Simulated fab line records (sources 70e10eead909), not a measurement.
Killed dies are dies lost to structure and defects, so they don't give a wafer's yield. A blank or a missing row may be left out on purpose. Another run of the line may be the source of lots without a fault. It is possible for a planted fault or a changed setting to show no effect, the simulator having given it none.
Which of the tools did it? + flow nand harc + 7 lots with 21 wafers sampled at 2 steps, on a route of 1302 steps

## WHAT THE GAUGES SHOWED, per wafer
NHARC_A_ONON_D2_THK_MEAS_08: measures by ellipsometry.
| lot  | measured     | on            | thk nm (nm)    |
|------|--------------|---------------|----------------|
| L894 | day 12 18:42 | film metro-02 | 981 983 980    |
| L895 | day 13 17:53 | film metro-01 | 989 989 989    |
| L901 | day 16 03:16 | film metro-02 | 999 1689 1689  |
| L907 | day 18 15:58 | film metro-01 | 1009 1007 1008 |
| L908 | day 19 01:10 | film metro-01 | 1002 1003 1003 |
| L910 | day 19 18:26 | film metro-02 | 1005 1006 1005 |
| L913 | day 21 23:11 | film metro-01 | 1017 1017 1017 |

## TOOL THAT RAN EACH LOT (tool first, then ch and the chambers of the sampled wafers, then the start)
| lot  | NHARC_A_ONON_D2_DEP_06           |
|------|----------------------------------|
| L894 | pecvd onon-01 ch 0, day 12 18:11 |
| L895 | pecvd onon-03 ch 0, day 13 17:30 |
| L901 | pecvd onon-01 ch 0, day 16 02:49 |
| L907 | pecvd onon-04 ch 0, day 18 15:34 |
| L908 | pecvd onon-01 ch 0, day 19 00:47 |
| L910 | pecvd onon-03 ch 0, day 19 18:02 |
| L913 | pecvd onon-01 ch 0, day 21 22:51 |
- NHARC_A_ONON_D2_DEP_06: target thk 1000 nm.

## THE ANSWER, worked out from the rows above alone
Rule: what is usual is taken from the lots themselves. Put in order of their means at a reading, lots are off if they are a third of the lots or fewer, leave a main group of 4 or more, and stand apart from it by a gap of 3 or more times the standard deviation of the main group's means; of several such gaps the widest counts. A main group whose means are all the same, to the digits that the tables above print for the reading, isn't used. Also off: a lot with no number at a reading for which 4 or more lots have one. Where the step has rows for the other lots, those lots are counted as sound.
Off, at NHARC_A_ONON_D2_THK_MEAS_08 on thk nm: L901. Main group: mean 1001 nm, sd 12.
A tool fits if, at a process step before that reading, it ran every lot that is off, and no sound lot after the first of them. The gauges at NHARC_A_ONON_D2_THK_MEAS_08 are tried like those tools. Not one of the candidates tried fits.

## WHAT THE SIMULATOR PUT IN
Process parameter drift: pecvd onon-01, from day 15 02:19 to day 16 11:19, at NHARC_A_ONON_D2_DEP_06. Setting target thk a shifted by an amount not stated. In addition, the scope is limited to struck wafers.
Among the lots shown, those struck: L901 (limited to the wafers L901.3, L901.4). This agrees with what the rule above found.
